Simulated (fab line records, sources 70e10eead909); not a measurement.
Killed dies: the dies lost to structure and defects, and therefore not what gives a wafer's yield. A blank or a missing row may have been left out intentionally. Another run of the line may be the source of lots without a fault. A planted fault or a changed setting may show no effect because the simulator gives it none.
Matching of chambers :: flow nand-harc :: 4 sister chambers for NHARC_P_GATE_DESCUM_48 on rie-diel-03
The step chemistry O2, time 3 s. 14 wafers are shown with their chamber, then 7 later ones without.

== EACH WAFER AND ITS CHAMBER ==
wafer: L083.2
chamber: 2
oes-product-au (a.u.): 0.985
throttle-valve-pct (%): 11.291
rf-vpp-V (V): 58.2

wafer: L083.3
chamber: 1
oes-product-au (a.u.): 0.990
throttle-valve-pct (%): 11.318
rf-vpp-V (V): 59.3

wafer: L083.5
chamber: 1
oes-product-au (a.u.): 0.998
throttle-valve-pct (%): 11.316
rf-vpp-V (V): 56.9

wafer: L084.4
chamber: 1
oes-product-au (a.u.): 0.981
throttle-valve-pct (%): 11.313
rf-vpp-V (V): 58.6

wafer: L084.5
chamber: 2
oes-product-au (a.u.): 0.978
throttle-valve-pct (%): 11.310
rf-vpp-V (V): 58.5

wafer: L084.6
chamber: 3
oes-product-au (a.u.): 1.003
throttle-valve-pct (%): 11.330
rf-vpp-V (V): 58.1

wafer: L085.2
chamber: 3
oes-product-au (a.u.): 0.998
throttle-valve-pct (%): 11.311
rf-vpp-V (V): 57.2

wafer: L085.3
chamber: 1
oes-product-au (a.u.): 0.984
throttle-valve-pct (%): 11.299
rf-vpp-V (V): 58.6

wafer: L085.5
chamber: 1
oes-product-au (a.u.): 0.996
throttle-valve-pct (%): 11.306
rf-vpp-V (V): 57.9

wafer: L089.2
chamber: 3
oes-product-au (a.u.): 0.981
throttle-valve-pct (%): 11.306
rf-vpp-V (V): 57.6

wafer: L089.4
chamber: 2
oes-product-au (a.u.): 0.984
throttle-valve-pct (%): 11.304
rf-vpp-V (V): 57.4

wafer: L089.5
chamber: 1
oes-product-au (a.u.): 0.991
throttle-valve-pct (%): 11.312
rf-vpp-V (V): 59.5

wafer: L092.1
chamber: 1
oes-product-au (a.u.): 0.976
throttle-valve-pct (%): 11.299
rf-vpp-V (V): 57.8

wafer: L092.2
chamber: 0
oes-product-au (a.u.): 0.993
throttle-valve-pct (%): 11.316
rf-vpp-V (V): 58.0

SIGNATURES (means of the wafers above)
reading: oes-product-au
chamber 0: 0.99300
chamber 1: 0.98800
chamber 2: 0.98233
chamber 3: 0.99400
scatter within a chamber: 0.00825

reading: throttle-valve-pct
chamber 0: 11.31600
chamber 1: 11.30900
chamber 2: 11.30167
chamber 3: 11.31567
scatter within a chamber: 0.00935

reading: rf-vpp-V
chamber 0: 58.000
chamber 1: 58.371
chamber 2: 58.033
chamber 3: 57.633
scatter within a chamber: 0.775
Rule: for each reading, subtract the chamber's mean from the wafer's reading, divide by that reading's scatter and square the result; add these up over the readings and take the root, which gives the wafer's distance from the chamber. If the next closest chamber is less than 2 further off than the closest, the wafer can't be placed; otherwise it belongs to the closest. How the scatter is found: for the shown wafers, subtract from each reading the mean of its chamber, square and add these, divide the total by (wafers less chambers), then take the root.

== WAFERS WHOSE CHAMBER IS MISSING ==
wafer: L092.5
oes-product-au (a.u.): 0.974
throttle-valve-pct (%): 11.315
rf-vpp-V (V): 57.9

wafer: L094.2
oes-product-au (a.u.): 0.985
throttle-valve-pct (%): 11.301
rf-vpp-V (V): 59.4

wafer: L094.4
oes-product-au (a.u.): 1.004
throttle-valve-pct (%): 11.310
rf-vpp-V (V): 58.8

wafer: L094.6
oes-product-au (a.u.): 0.985
throttle-valve-pct (%): 11.320
rf-vpp-V (V): 57.0

wafer: L096.1
oes-product-au (a.u.): 0.996
throttle-valve-pct (%): 11.317
rf-vpp-V (V): 58.8

wafer: L096.4
oes-product-au (a.u.): 0.988
throttle-valve-pct (%): 11.322
rf-vpp-V (V): 58.8

wafer: L096.5
oes-product-au (a.u.): 1.011
throttle-valve-pct (%): 11.312
rf-vpp-V (V): 58.5

== EACH ONE'S CHAMBER ==
wafer: L092.5
from the rows above: can't be placed: 2 or 1 or 0 or 3
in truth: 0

wafer: L094.2
from the rows above: can't be placed: 1 or 2 or 0 or 3
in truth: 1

wafer: L094.4
from the rows above: can't be placed: 0 or 1 or 3 or 2
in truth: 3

wafer: L094.6
from the rows above: can't be placed: 3 or 0 or 1 or 2
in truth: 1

wafer: L096.1
from the rows above: can't be placed: 0 or 1 or 3 or 2
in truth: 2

wafer: L096.4
from the rows above: can't be placed: 0 or 1 or 3 or 2
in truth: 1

wafer: L096.5
from the rows above: can't be placed: 0 or 3 or 1 or 2
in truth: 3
Correctly placed: 0 of 7. Not placeable from these rows: 7 (in 7, the candidates include the true chamber). Placed wrongly: 0.
